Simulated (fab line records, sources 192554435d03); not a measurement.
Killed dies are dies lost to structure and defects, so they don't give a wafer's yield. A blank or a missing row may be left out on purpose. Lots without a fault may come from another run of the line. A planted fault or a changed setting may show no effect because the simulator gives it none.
A struck lot beside a sound one | flow n5_finfet | 15 steps out of a route of 1938
Sound: wafers L306.1, L306.2, L306.4. Struck: wafer L311.3. (L311.4, L311.5 of the same lot were not struck and are left out.) The cause comes at the end.
At each step with rows: each side's tool, then ch and its chambers, then its first start. Under that, the readings that differ: sound wafers | struck wafers | difference of the means | sigmas: that difference in standard deviations of wafers without a fault.
alike: readings whose means differ by less than 2 such deviations, and words and numbers that are the same on both sides. not compared: withheld readings, readings that some wafer has no value for, bounds like >300 that may hide the same value, and numbers for which the record gives no deviation and whose values overlap.
The two part at a step that has a row with sigmas, a row that says differs or no value, or rows on one side only. Numbers that don't overlap but have no deviation are shown without sigmas and don't part them. A reading that every wafer of one side lacks parts them only if that side has two wafers or more.

first, 4 steps without rows for these wafers: N5_BEOL_M4_SOFTBAKE_23 (time 60 s); N5_BEOL_M4_EXPOSE_25 (exposes mask V3, defocus 5 nm); N5_BEOL_M4_PEB_26 (peb time 60 s); N5_BEOL_M4_DEVELOP_27 (develop time 30 s).
N5_BEOL_M4_CD_MEAS_28: target cd 26.2 nm, target cd y 24.1 nm.
  sound on cd_sem-01 ch 0, day 7 20:26; struck on cd_sem-03 ch 0, day 8 14:13
  alike: cd_nm
N5_BEOL_M4_OVL_MEAS_29:
  sound on overlay-01 ch 0, day 7 20:28; struck on overlay-02 ch 0, day 8 14:16
  alike: V3_OVL
N5_BEOL_M4_INSPECT_30: inspects for defects (brightfield).
  sound on defect_inspect-01, day 7 20:31; struck on defect_inspect-01, day 8 14:19
  alike: raw_defect_count
N5_BEOL_M4_DESCUM_33: chemistry O2, time 7 s.
  sound on rie_diel-04 ch 0,2,3, day 7 20:34; struck on rie_diel-04 ch 1, day 8 14:20
  reading                         | sound          | struck | difference | sigmas
  rf_hours_counter_h (h)          | 222 249 184    | 141    | -77        |
  showerhead_plenum_p_Torr (Torr) | 2.07 2.06 2.07 | 2.18   | +0.11      | +2
  alike: drypump_motor_current_A, oes_product_au, rf_vpp_V, throttle_valve_pct
N5_BEOL_M4_ETCH_77: etches underlayer in N2/H2, target depth 6.5 nm, time 5.2 s.
  sound on rie_diel-04 ch 0,2,3, day 7 20:35; struck on rie_diel-04 ch 1, day 8 14:23
  reading                         | sound          | struck | difference | sigmas
  rf_hours_counter_h (h)          | 222 249 184    | 141    | -77        |
  showerhead_plenum_p_Torr (Torr) | 2.52 2.50 2.52 | 2.66   | +0.15      | +2
  alike: drypump_motor_current_A, etch_rf_on_time_s, oes_product_au, rf_vpp_V, throttle_valve_pct
N5_BEOL_M4_ETCH_69: etches SiARC in CF4, target depth 15.6 nm, time 26 s.
  sound on rie_diel-04 ch 0,2,3, day 7 20:37; struck on rie_diel-04 ch 1, day 8 14:24
  reading                         | sound             | struck | difference | sigmas
  rf_hours_counter_h (h)          | 222 249 185       | 141    | -78        |
  rf_vpp_V (V)                    | 183.5 183.3 182.1 | 187.4  | +4.4       | +4
  showerhead_plenum_p_Torr (Torr) | 2.12 2.11 2.13    | 2.23   | +0.11      | +2
  alike: drypump_motor_current_A, etch_rf_on_time_s, oes_product_au, throttle_valve_pct
N5_BEOL_M4_ALD_98: deposits SiO2, target thk 2.5 nm, pulse time 1 s, co reactant pulse time 1 s.
  sound on ald_sin-02 ch 1,2, day 7 20:41; struck on ald_sin-01 ch 1, day 8 14:31
  alike: chamber_pressure_Torr, heater_power_outer_w, heater_power_w, precursor_pulse_height_rel
N5_BEOL_M4_ETCHBACK_99: etches SiO2 in CHF3, target depth 5 nm, time 10.4 s.
  sound on rie_diel-01 ch 1,2,3, day 7 23:17; struck on rie_diel-01 ch 2, day 9 06:56
  alike: drypump_motor_current_A, oes_product_au, rf_vpp_V, showerhead_plenum_p_Torr, throttle_valve_pct
  not compared: rf_hours_counter_h
N5_BEOL_M4_ETCH_70: etches SOC in N2/H2, target depth 80 nm, overetch 24 nm, time 130 s.
  sound on rie_diel-01 ch 1,2,3, day 7 23:20; struck on rie_diel-01 ch 2, day 9 06:58
  reading    | sound             | struck | difference | sigmas
  temp_c (C) | 40.12 40.16 39.83 | 40.84  | +0.80      | +7
  alike: drypump_motor_current_A, oes_product_au, rf_vpp_V, showerhead_plenum_p_Torr, throttle_valve_pct
  not compared: rf_hours_counter_h
then, 1 step without rows for these wafers: N5_BEOL_M4_STRIP_71 (strips in N2/H2).
N5_BEOL_M4_RC_MEAS_101:
  sound on prober-02 ch 0, day 8 03:44; struck on prober-01 ch 0, day 9 11:58
  alike: DIBL_N, DIBL_P, IOFF_N, IOFF_P, ION_N, ION_P, SS_N, SS_P, VT_N, VT_P

WHERE THEY PART
First at N5_BEOL_M4_DESCUM_33; last, within this record, at N5_BEOL_M4_ETCH_70. Later steps at which nothing parts them and some readings are alike: N5_BEOL_M4_RC_MEAS_101.

WHY: what the simulator had put in
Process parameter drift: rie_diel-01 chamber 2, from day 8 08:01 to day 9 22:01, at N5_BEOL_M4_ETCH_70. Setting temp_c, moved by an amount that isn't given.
